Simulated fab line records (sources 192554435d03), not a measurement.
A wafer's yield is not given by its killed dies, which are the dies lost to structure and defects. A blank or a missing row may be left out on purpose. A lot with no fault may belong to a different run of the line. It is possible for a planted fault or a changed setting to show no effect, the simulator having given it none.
Which of the tools did it?	flow n5_finfet	Sampling: 23 lots, 69 wafers, 6 of 1938 route steps

== WHAT THE GAUGES SHOWED, per wafer ==
N5_BEOL_M6_OVL_MEAS_29.
lot	measured	on	V5_OVL (nm)
L074	day 8 14:45	overlay-01	0.4 0.6 1.4
L076	day 8 16:56	overlay-01	-0.7 0.5 -1.4
L075	day 9 00:14	overlay-01	1.4 -0.1 1.1
L077	day 9 02:41	overlay-02	-0.5 -0.1 -0.3
L078	day 9 03:23	overlay-01	-0.9 -0.8 -0.8
L079	day 9 13:01	overlay-02	0.8 0.2 0.5
L080	day 10 05:13	overlay-01	-1.5 -1.2 -0.3
L081	day 10 09:02	overlay-01	0.5 1.0 0.7
L082	day 10 09:13	overlay-01	-1.2 -0.8 -1.0
L083	day 10 21:04	overlay-02	-0.1 0.4 0.5
L084	day 11 05:29	overlay-02	1.1 0.2 1.0
L085	day 11 16:54	overlay-01	-1.7 0.0 -1.6
L086	day 11 18:17	overlay-01	0.6 1.1 0.1
L088	day 12 00:05	overlay-01	-0.8 0.4 -0.7
L089	day 12 09:03	overlay-02	-1.6 0.3 0.4
L090	day 13 00:11	overlay-02	0.0 0.3 0.9
L091	day 13 02:19	overlay-01	0.7 0.6 -0.6
L092	day 13 04:11	overlay-01	0.1 1.0 0.4
L093	day 13 19:26	overlay-01	-0.4 -0.1 -1.3
L096	day 14 03:54	overlay-02	0.7 1.5 0.1
L095	day 14 05:40	overlay-02	-1.3 -0.5 -0.1
L094	day 14 05:47	overlay-01	-1.0 0.4 0.3
L097	day 14 20:22	overlay-02	1.4 1.0 1.2

N5_BEOL_M7_OVL_MEAS_29.
lot	measured	on	V6_OVL (nm)
L074	day 9 00:31	overlay-01	-0.2 0.4 -0.6
L076	day 9 00:21	overlay-01	-0.2 0.0 -0.9
L075	day 9 06:46	overlay-01	-0.2 -0.7 0.0
L077	day 9 09:04	overlay-01	0.9 0.5 0.6
L078	day 9 09:35	overlay-01	-0.9 0.7 -0.3
L079	day 9 21:47	overlay-01	-0.3 1.0 0.8
L080	day 10 11:59	overlay-02	-0.1 -0.9 -0.3
L081	day 10 18:31	overlay-02	0.3 0.4 -0.2
L082	day 10 20:49	overlay-02	-0.7 0.7 -0.3
L083	day 11 05:39	overlay-01	-0.7 -0.9 -0.6
L084	day 11 17:02	overlay-01	-0.8 0.1 -0.6
L085	day 12 00:19	overlay-02	-1.6 -1.8 -0.9
L086	day 12 02:44	overlay-02	-1.9 -2.7 -0.7
L088	day 12 09:45	overlay-02	-0.9 -2.1 -1.3
L089	day 12 19:38	overlay-02	-0.7 -0.2 -1.0
L090	day 13 09:36	overlay-01	0.4 -0.2 -0.1
L091	day 13 09:29	overlay-01	0.2 1.0 1.4
L092	day 13 11:41	overlay-01	-0.7 -1.4 -1.5
L093	day 14 05:40	overlay-01	-0.2 -0.3 -1.0
L096	day 14 12:17	overlay-02	-1.2 -1.7 -0.7
L095	day 14 14:12	overlay-01	-1.0 -0.7 -0.5
L094	day 14 14:25	overlay-01	0.8 1.1 0.1
L097	day 15 07:25	overlay-01	0.2 -0.1 0.4

== EACH LOT AND THE TOOL THAT RAN IT (in order: tool; ch and the chambers of the sampled wafers; start) ==
lot	N5_BEOL_M6_ETCH_72	N5_BEOL_M6_CMP_52	N5_BEOL_M7_ETCH_62	N5_BEOL_M7_STRIP_67
L074	rie_diel-06 ch 1,3, day 8 14:52	cmp-01 ch 2,3, day 8 17:07	rie_diel-05 ch 0,2, day 8 22:05	rie_diel-05 ch 0,2, day 8 22:13
L076	rie_diel-06 ch 0,1, day 8 17:04	cmp-02 ch 0,3, day 8 19:38	rie_diel-04 ch 1,3, day 8 22:36	rie_diel-04 ch 1,3, day 8 22:45
L075	rie_diel-01 ch 0,1,3, day 9 00:22	cmp-02 ch 0,1, day 9 02:28	rie_diel-02 ch 2,3, day 9 05:10	rie_diel-02 ch 2,3, day 9 05:19
L077	rie_diel-01 ch 1,2,3, day 9 02:52	cmp-02 ch 0,3, day 9 05:26	rie_diel-02 ch 1,2, day 9 08:14	rie_diel-02 ch 1,2, day 9 08:23
L078	rie_diel-06 ch 0,1, day 9 03:31	cmp-02 ch 1,2,3, day 9 06:17	rie_diel-02 ch 2,3, day 9 08:29	rie_diel-02 ch 2,3, day 9 08:38
L079	rie_diel-03 ch 0,1,2, day 9 13:18	cmp-04 ch 0,1,2, day 9 16:41	rie_diel-05 ch 0,1,2, day 9 19:55	rie_diel-05 ch 0,1,2, day 9 20:04
L080	rie_diel-06 ch 0,1,3, day 10 05:20	cmp-02 ch 0,2,3, day 10 08:21	rie_diel-05 ch 0,1,2, day 10 10:46	rie_diel-05 ch 0,1,2, day 10 10:54
L081	rie_diel-03 ch 0,1,2, day 10 09:13	cmp-02 ch 1,3, day 10 11:46	rie_diel-04 ch 0,2,3, day 10 14:20	rie_diel-04 ch 0,2,3, day 10 14:29
L082	rie_diel-03 ch 0,3, day 10 09:37	cmp-04 ch 1,2,3, day 10 13:13	rie_diel-05 ch 2,3, day 10 19:17	rie_diel-05 ch 2,3, day 10 19:26
L083	rie_diel-01 ch 0,2,3, day 10 21:15	cmp-01 ch 0,3, day 10 23:43	rie_diel-04 ch 0,1, day 11 03:18	rie_diel-04 ch 0,1, day 11 03:26
L084	rie_diel-01 ch 0,1,2, day 11 05:58	cmp-02 ch 2,3, day 11 09:30	rie_diel-04 ch 0,2, day 11 13:01	rie_diel-04 ch 0,2, day 11 13:10
L085	rie_diel-01 ch 1,2, day 11 17:02	cmp-04 ch 1,2,3, day 11 19:23	rie_diel-02 ch 0,1,2, day 11 22:44	rie_diel-02 ch 0,1,2, day 11 22:53
L086	rie_diel-03 ch 0,3, day 11 18:39	cmp-01 ch 1,3, day 11 22:19	rie_diel-05 ch 0,3, day 12 01:53	rie_diel-05 ch 0,3, day 12 02:02
L088	rie_diel-01 ch 1,3, day 12 00:13	cmp-04 ch 0,1,2, day 12 02:47	rie_diel-02 ch 0,3, day 12 06:03	rie_diel-02 ch 0,3, day 12 06:12
L089	rie_diel-01 ch 0,1,3, day 12 09:11	cmp-01 ch 0,1,2, day 12 11:50	rie_diel-02 ch 0,1,2, day 12 15:56	rie_diel-02 ch 0,1,2, day 12 16:05
L090	rie_diel-06 ch 1,2,3, day 13 00:26	cmp-02 ch 1,2,3, day 13 03:52	rie_diel-05 ch 0,1,3, day 13 07:18	rie_diel-05 ch 0,1,3, day 13 07:26
L091	rie_diel-03 ch 2,3, day 13 02:37	cmp-02 ch 1,2,3, day 13 05:23	rie_diel-05 ch 0,2,3, day 13 07:33	rie_diel-05 ch 0,2,3, day 13 07:42
L092	rie_diel-03 ch 0,1,3, day 13 05:00	cmp-02 ch 0,2, day 13 07:49	rie_diel-05 ch 2,3, day 13 10:51	rie_diel-05 ch 2,3, day 13 11:00
L093	rie_diel-03 ch 0,1, day 13 19:37	cmp-04 ch 0,1, day 14 00:04	rie_diel-04 ch 2,3, day 14 02:38	rie_diel-04 ch 2,3, day 14 02:47
L096	rie_diel-03 ch 1,2,3, day 14 04:01	cmp-01 ch 0,1,3, day 14 06:31	rie_diel-04 ch 0,2,3, day 14 09:08	rie_diel-04 ch 0,2,3, day 14 09:17
L095	rie_diel-06 ch 0,1,2, day 14 05:47	cmp-01 ch 0,1,2, day 14 07:56	rie_diel-02 ch 1,2, day 14 13:25	rie_diel-02 ch 1,2, day 14 13:34
L094	rie_diel-01 ch 2,3, day 14 06:00	cmp-02 ch 0,2,3, day 14 09:04	rie_diel-02 ch 1,2,3, day 14 13:43	rie_diel-02 ch 1,2,3, day 14 13:52
L097	rie_diel-06 ch 1,2,3, day 14 20:29	cmp-04 ch 0,1,2, day 14 23:56	rie_diel-05 ch 1,2, day 15 06:02	rie_diel-05 ch 1,2, day 15 06:11
- N5_BEOL_M6_ETCH_72: etches underlayer in N2/H2, target depth 6.5 nm, time 5.2 s.
- N5_BEOL_M6_CMP_52: polishes, stops on SiCOH lowk, t overpolish 6.9 s, target thk 80 nm.
- N5_BEOL_M7_ETCH_62: etches SOC in N2/H2, target depth 110 nm, overetch 22 nm, time 165 s.
- N5_BEOL_M7_STRIP_67: strips in CF4.

== WHAT THE TOOLS THEMSELVES READ (means of the sampled wafers that have a number; where no wafer has one, the mark that the record gives instead) ==
N5_BEOL_M6_ETCH_72.
lot	tool	drypump_motor_current_A (A)	etch_rf_on_time_s (s)	oes_product_au (a.u.)	rf_vpp_V (V)	showerhead_plenum_p_Torr (Torr)	throttle_valve_pct (%)
L074	rie_diel-06	5.8	4.99	0.70	525.3	2.60	18.10
L076	rie_diel-06	5.7	5.22	0.73	527.3	2.69	17.71
L075	rie_diel-01	6.2	5.18	0.72	523.5	2.56	17.71
L077	rie_diel-01	5.7	5.10	0.64	523.9	2.53	17.90
L078	rie_diel-06	5.7	5.13	0.72	528.0	2.69	17.71
L079	rie_diel-03	5.7	5.21	0.74	524.3	2.56	17.87
L080	rie_diel-06	5.6	5.11	0.69	526.8	2.63	18.01
L081	rie_diel-03	5.7	5.31	0.73	524.5	2.55	17.88
L082	rie_diel-03	5.8	5.01	0.79	522.8	2.52	17.69
L083	rie_diel-01	5.8	5.03	0.74	524.5	2.54	17.84
L084	rie_diel-01	6.1	5.09	0.77	523.6	2.55	17.59
L085	rie_diel-01	6.0	5.06	0.74	523.3	2.53	17.52
L086	rie_diel-03	5.8	5.13	0.76	522.5	2.55	17.81
L088	rie_diel-01	5.8	5.08	0.81	523.7	2.52	17.65
L089	rie_diel-01	6.2	5.09	0.76	523.6	2.55	17.63
L090	rie_diel-06	5.8	5.05	0.71	524.9	2.60	17.97
L091	rie_diel-03	5.6	5.02	0.75	524.1	2.51	17.71
L092	rie_diel-03	5.9	5.11	0.72	523.2	2.50	17.82
L093	rie_diel-03	5.9	5.25	0.71	523.8	2.53	17.95
L096	rie_diel-03	5.7	5.15	0.71	522.2	2.50	17.82
L095	rie_diel-06	5.6	5.22	0.70	526.9	2.64	17.86
L094	rie_diel-01	5.4	5.03	0.79	522.0	2.50	17.76
L097	rie_diel-06	5.8	5.11	0.69	524.8	2.59	18.00

N5_BEOL_M6_CMP_52.
lot	tool	barrier_field_endpoint_s (s)	edge_zone_pressure_frac	motor_current_A (A)	overpolish_run_s (s)	retaining_ring_pressure_frac	time_to_endpoint_s (s)
L074	cmp-01	29.1	1.005	5.5	6.902	0.999	66
L076	cmp-02	28.1	0.999	5.2	6.901	0.999	61
L075	cmp-02	27.9	1.000	5.3	6.899	1.004	58
L077	cmp-02	27.9	0.998	5.1	6.902	0.995	57
L078	cmp-02	28.1	0.999	5.7	6.898	1.001	59
L079	cmp-04	27.8	0.999	6.0	6.901	1.000	61
L080	cmp-02	27.7	0.997	5.4	6.896	1.003	57
L081	cmp-02	28.0	0.996	5.4	6.899	1.002	59
L082	cmp-04	28.7	0.996	5.8	6.913	0.999	64
L083	cmp-01	28.9	0.998	6.1	6.903	1.000	63
L084	cmp-02	28.5	0.998	5.4	6.907	1.000	61
L085	cmp-04	29.7	0.997	5.8	6.906	0.999	64
L086	cmp-01	28.8	0.999	6.7	6.893	1.001	61
L088	cmp-04	30.0	1.000	6.1	6.900	1.001	65
L089	cmp-01	28.2	1.000	6.2	6.900	1.000	61
L090	cmp-02	28.6	0.998	5.7	6.902	0.998	56
L091	cmp-02	28.8	0.997	5.8	6.905	0.999	58
L092	cmp-02	29.1	1.000	5.5	6.904	1.000	62
L093	cmp-04	29.5	1.000	5.9	6.902	1.002	61
L096	cmp-01	29.0	1.002	6.5	6.916	0.999	63
L095	cmp-01	28.3	0.999	6.2	6.900	0.992	59
L094	cmp-02	28.4	1.004	5.5	6.901	0.993	61
L097	cmp-04	28.9	0.995	5.9	6.900	1.002	59

N5_BEOL_M7_ETCH_62.
lot	tool	drypump_motor_current_A (A)	oes_product_au (a.u.)	rf_vpp_V (V)	showerhead_plenum_p_Torr (Torr)	throttle_valve_pct (%)
L074	rie_diel-05	6.2	0.71	523.7	2.54	17.76
L076	rie_diel-04	5.4	0.65	525.9	2.64	17.69
L075	rie_diel-02	6.6	0.67	524.3	2.55	17.94
L077	rie_diel-02	6.3	0.76	523.3	2.52	17.92
L078	rie_diel-02	6.6	0.69	523.8	2.56	18.02
L079	rie_diel-05	5.8	0.66	522.9	2.52	17.78
L080	rie_diel-05	5.8	0.66	522.2	2.51	17.79
L081	rie_diel-04	5.5	0.72	526.5	2.63	17.68
L082	rie_diel-05	6.4	0.70	521.0	2.46	17.79
L083	rie_diel-04	5.4	0.82	525.1	2.61	17.69
L084	rie_diel-04	5.5	0.72	525.6	2.59	17.92
L085	rie_diel-02	6.0	0.74	524.9	2.58	17.83
L086	rie_diel-05	6.1	0.64	522.8	2.50	17.90
L088	rie_diel-02	6.0	0.69	525.4	2.58	17.80
L089	rie_diel-02	6.0	0.74	525.1	2.58	17.83
L090	rie_diel-05	5.8	0.62	522.9	2.49	17.87
L091	rie_diel-05	6.1	0.65	522.9	2.51	17.86
L092	rie_diel-05	6.4	0.68	521.6	2.45	17.83
L093	rie_diel-04	5.6	0.79	525.9	2.62	17.31
L096	rie_diel-04	5.5	0.76	525.8	2.62	17.54
L095	rie_diel-02	6.4	0.70	523.1	2.50	17.98
L094	rie_diel-02	6.4	0.67	523.4	2.52	18.00
L097	rie_diel-05	5.9	0.65	520.2	2.44	17.77

N5_BEOL_M7_STRIP_67.
lot	tool	drypump_motor_current_A (A)	oes_product_au (a.u.)	rf_vpp_V (V)	showerhead_plenum_p_Torr (Torr)	throttle_valve_pct (%)
L074	rie_diel-05	6.1	0.83	271.0	1.80	13.55
L076	rie_diel-04	5.4	0.77	272.2	1.86	13.47
L075	rie_diel-02	6.5	0.79	270.3	1.79	13.73
L077	rie_diel-02	6.4	0.90	270.3	1.79	13.53
L078	rie_diel-02	6.6	0.80	271.6	1.81	13.79
L079	rie_diel-05	5.9	0.78	270.7	1.78	13.55
L080	rie_diel-05	5.8	0.78	271.4	1.78	13.55
L081	rie_diel-04	5.5	0.85	271.6	1.86	13.45
L082	rie_diel-05	6.4	0.82	270.1	1.74	13.52
L083	rie_diel-04	5.3	0.96	271.4	1.84	13.25
L084	rie_diel-04	5.5	0.84	272.8	1.83	13.60
L085	rie_diel-02	6.0	0.87	271.3	1.83	13.52
L086	rie_diel-05	6.0	0.75	270.4	1.77	13.58
L088	rie_diel-02	6.0	0.81	272.0	1.82	13.59
L089	rie_diel-02	6.0	0.86	271.1	1.83	13.55
L090	rie_diel-05	5.8	0.73	270.2	1.77	13.61
L091	rie_diel-05	6.1	0.77	270.5	1.78	13.61
L092	rie_diel-05	6.4	0.80	270.3	1.74	13.56
L093	rie_diel-04	5.6	0.93	271.5	1.85	13.14
L096	rie_diel-04	5.5	0.90	272.0	1.85	13.32
L095	rie_diel-02	6.4	0.83	270.8	1.78	13.61
L094	rie_diel-02	6.4	0.79	270.6	1.78	13.71
L097	rie_diel-05	5.9	0.77	269.9	1.73	13.60

== THE ANSWER, worked out from the rows above alone ==
Rule: usual is defined by the lots themselves. Put in order of their means at a reading, lots are off if they are a third of the lots or fewer, leave a main group of 4 or more, and stand apart from it by a gap of 3 or more times the standard deviation of the main group's means; of several such gaps the widest counts. A main group is skipped when, at the precision printed for the reading in the tables above, its means are all equal. Also off: a lot with no number at a reading for which 4 or more lots have one. The other lots that the step has rows for count as sound. The gauges are gone through in route order, then the tools' own readings, and for those a lot's mean is taken as printed above. The first step at which some lot is off is used, and at that step the reading that is off furthest; a lot without a number counts as furthest.
No lot is off at any reading shown: from this, nothing can be told.

== WHAT HAD BEEN PUT IN BY THE SIMULATOR ==
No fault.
